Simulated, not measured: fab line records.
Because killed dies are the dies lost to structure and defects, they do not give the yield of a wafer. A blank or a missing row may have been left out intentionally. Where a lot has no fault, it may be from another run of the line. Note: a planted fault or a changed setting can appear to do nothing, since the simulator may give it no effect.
Code-filled problem report in 8D (eight disciplines) form :: flow nand_harc :: the parts of the form that need people (team, actions taken, sign-off) are left out

## 1. THE PROBLEM
At NHARC_P_M1_INSPECT_27, raw_defect_count averages 2385 over 4 wafers from 3 lots, while fault-free wafers read 290, standard deviation 98. That puts it +21 standard deviations away from the usual mean.
Earliest sighting: wafer L592.2 on defect_inspect-01 at day 10 05:28. The record holds 35 wafers of 12 lots with a number at this step. The rule behind "out" and "out of limits": a value lying over 4 standard deviations away from the usual mean. All remaining wafers that have a number are taken as sound.

## 2. WHAT IT IS, AND WHAT IT ISN'T
question: which readings at this step
is: raw_defect_count
is not: -

question: which lots
is: L592, L594, L595
is not: L585, L596, L598, L601, L602, L603, L604, L605, L606

question: which wafers of those lots
is: L592.2, L592.6, L594.2, L595.2
is not: L592.4, L594.4, L595.3, L595.4

question: read on which gauges
is: defect_inspect-01, defect_inspect-02
is not: -

question: when
is: from day 10 05:28
is not: up to then (4 sound wafers); but 27 sound wafers of L594, L595, L596, L598, L601, L602, L603, L604, L605, L606 came after

## 3. WHAT RULES OUT EACH SUSPECT
Counting: any tool at a process step up to the reading remains a suspect provided it ran every lot that is out. Sound lots after the first of them don't rule it out here, since some wafers of a struck lot are sound.
- ruled out: the gauge at NHARC_P_M1_INSPECT_27. The wafers that are out were read on 2 gauges (defect_inspect-01, defect_inspect-02).
- cmp-02 at NHARC_P_M1_CMP_23 (polishes, t overpolish 20 s, target thk 157.82 nm): kept. It ran every lot that is out, first L592 (day 10 05:00); its last sound lot up to then is L585 (day 7 04:10).
Left after counting: cmp-02 at NHARC_P_M1_CMP_23.

## 4. THE CAUSE (what the simulator had put in)
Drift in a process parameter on cmp-02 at NHARC_P_M1_CMP_23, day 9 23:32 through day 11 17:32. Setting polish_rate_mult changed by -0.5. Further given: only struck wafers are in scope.
Counting left only this tool.

## 5. THE EFFECT CHAIN, in route order
Each row: a reading where the mean over the struck wafers with a number is more than 3 standard deviations away from the usual. Scope: only readings with a usual standard deviation given in the record; hours: median across lots of the time from each lot's start at the first step in this table that gives one to its start at this step; sigmas: change in usual standard deviations.
hours: 0
step: NHARC_P_M1_CMP_23
reading: time_to_endpoint_s
usual: 28.4 s
on struck wafers: 37.2
change: +8.9
sigmas: +3.7

hours: 0
step: NHARC_P_M1_INSPECT_27
reading: raw_defect_count
usual: 290
on struck wafers: 2385
change: +2095
sigmas: +21

hours: 430
step: NHARC_END_SORT_01
reading: defect_limited_yield
usual: 92 %
on struck wafers: 0
change: -92
sigmas: -31

hours: 430
step: NHARC_END_SORT_01
reading: killed_at_periphery
usual: 3.7
on struck wafers: 616.2
change: +612.5
sigmas: +99 or more

hours: 430
step: NHARC_END_SORT_01
reading: killed_dies
usual: 57
on struck wafers: 677
change: +620
sigmas: +31

hours: 430
step: NHARC_END_SORT_01
reading: sort_bin_3_pct
usual: 0.6 %
on struck wafers: 91.3
change: +90.7
sigmas: +99 or more

hours: 430
step: NHARC_END_SORT_01
reading: sort_n_pass
usual: 620
on struck wafers: 0
change: -620
sigmas: -31

hours: 430
step: NHARC_END_SORT_01
reading: sort_rim_yield_pct
usual: 93 %
on struck wafers: 0
change: -93
sigmas: -27

hours: 430
step: NHARC_END_SORT_01
reading: sort_yield_pct
usual: 92 %
on struck wafers: 0
change: -92
sigmas: -31
The process steps in it:
- NHARC_P_M1_CMP_23: polishes, t overpolish 20 s, target thk 157.82 nm.

## 6. HOW IT WOULD HAVE BEEN CAUGHT EARLIER
Counted from the fault's start at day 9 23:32, it took 6 hours until the first out-of-limits reading at a measuring or inspecting step in this record, taken at day 10 05:28.
No tool reading at NHARC_P_M1_CMP_23 that has a usual standard deviation in the record was out on any struck wafer, so an alarm limit of 4 standard deviations on those readings would not have fired.
L594, L595, from the lots that are out (3), started NHARC_P_M1_CMP_23 on cmp-02 later than day 10 05:28. A hold on the tool at that time would have spared those 2.
